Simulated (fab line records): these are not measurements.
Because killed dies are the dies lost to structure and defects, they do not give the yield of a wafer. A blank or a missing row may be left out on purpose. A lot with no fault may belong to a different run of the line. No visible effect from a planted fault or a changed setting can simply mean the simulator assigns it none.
Matching of chambers | flow n5-finfet | N5_BEOL_M13_ILD_DEP_00 on pecvd-03 has 3 sister chambers
The step deposits SiOC from DEMS/O2, target thk 837.92 nm, time 166.4 s. 24 wafers are shown with their chamber, then 12 later ones without.

== WAFERS WITH THEIR CHAMBER ==
wafer  | chamber | heater-power-w (W) | throttle-valve-pct (%) | showerhead-plenum-p-Torr (Torr)
L078.2 | 0       | 568                | 12.5                   | 5.684
L078.4 | 0       | 591                | 12.3                   | 5.687
L078.6 | 1       | 429                | 12.4                   | 5.713
L079.1 | 1       | 469                | 12.0                   | 5.708
L079.2 | 0       | 599                | 12.6                   | 5.697
L079.3 | 2       | 590                | 12.0                   | 5.700
L074.2 | 0       | 574                | 12.8                   | 5.693
L074.4 | 0       | 594                | 12.4                   | 5.677
L074.5 | 2       | 497                | 12.2                   | 5.711
L080.1 | 2       | 527                | 11.9                   | 5.712
L080.5 | 0       | 584                | 12.3                   | 5.695
L080.6 | 2       | 569                | 12.0                   | 5.716
L076.2 | 1       | 411                | 12.2                   | 5.708
L076.4 | 0       | 571                | 12.9                   | 5.680
L076.6 | 1       | 448                | 11.8                   | 5.712
L081.2 | 2       | 514                | 11.9                   | 5.715
L081.3 | 1       | 383                | 12.0                   | 5.712
L081.5 | 0       | 595                | 12.5                   | 5.705
L083.1 | 2       | 571                | 12.0                   | 5.709
L083.3 | 0       | 500                | 12.3                   | 5.694
L083.4 | 1       | 431                | 12.3                   | 5.700
L085.1 | 1       | 395                | 12.0                   | 5.708
L085.4 | 1       | 433                | 12.1                   | 5.686
L085.5 | 2       | 621                | 11.9                   | 5.714

SIGNATURES (averages over the wafers above)
reading                  | chamber 0 | chamber 1 | chamber 2 | scatter within a chamber
heater-power-w           | 575.11    | 424.88    | 555.57    | 34.3
throttle-valve-pct       | 12.511    | 12.100    | 11.986    | 0.185
showerhead-plenum-p-Torr | 5.69022   | 5.70587   | 5.71100   | 0.00811
Rule: for a wafer and a chamber, the distance is found by dividing, reading by reading, the gap between the wafer's reading and the chamber's mean by the reading's scatter, squaring, summing and taking the root. If the next closest chamber is less than 2 further off than the closest, the wafer can't be placed; otherwise it belongs to the closest. How the scatter is found: for the shown wafers, subtract from each reading the mean of its chamber, square and add these, divide the total by (wafers less chambers), then take the root.

== WAFERS WITH NO CHAMBER GIVEN ==
wafer  | heater-power-w (W) | throttle-valve-pct (%) | showerhead-plenum-p-Torr (Torr)
L090.2 | 503                | 12.6                   | 5.691
L090.5 | 553                | 12.4                   | 5.694
L090.6 | 604                | 12.0                   | 5.713
L088.3 | 576                | 12.5                   | 5.684
L088.4 | 577                | 12.4                   | 5.718
L088.5 | 381                | 12.0                   | 5.690
L094.3 | 452                | 12.0                   | 5.695
L094.4 | 460                | 12.0                   | 5.700
L094.6 | 594                | 12.3                   | 5.700
L097.1 | 584                | 12.7                   | 5.687
L097.4 | 381                | 12.1                   | 5.703
L097.6 | 483                | 12.6                   | 5.679

== WHICH CHAMBER EACH ONE RAN IN ==
wafer  | from the rows above     | in truth
L090.2 | can't be placed: 0 or 1 | 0
L090.5 | 0                       | 0
L090.6 | 2                       | 2
L088.3 | 0                       | 0
L088.4 | can't be placed: 2 or 0 | 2
L088.5 | 1                       | 1
L094.3 | can't be placed: 1 or 2 | 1
L094.4 | can't be placed: 1 or 2 | 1
L094.6 | can't be placed: 0 or 2 | 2
L097.1 | 0                       | 0
L097.4 | 1                       | 1
L097.6 | can't be placed: 0 or 1 | 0
Correctly placed: 6 of 12. Unplaceable from these rows: 6, with the true chamber sitting among the candidates in 6. 0 placed wrongly.
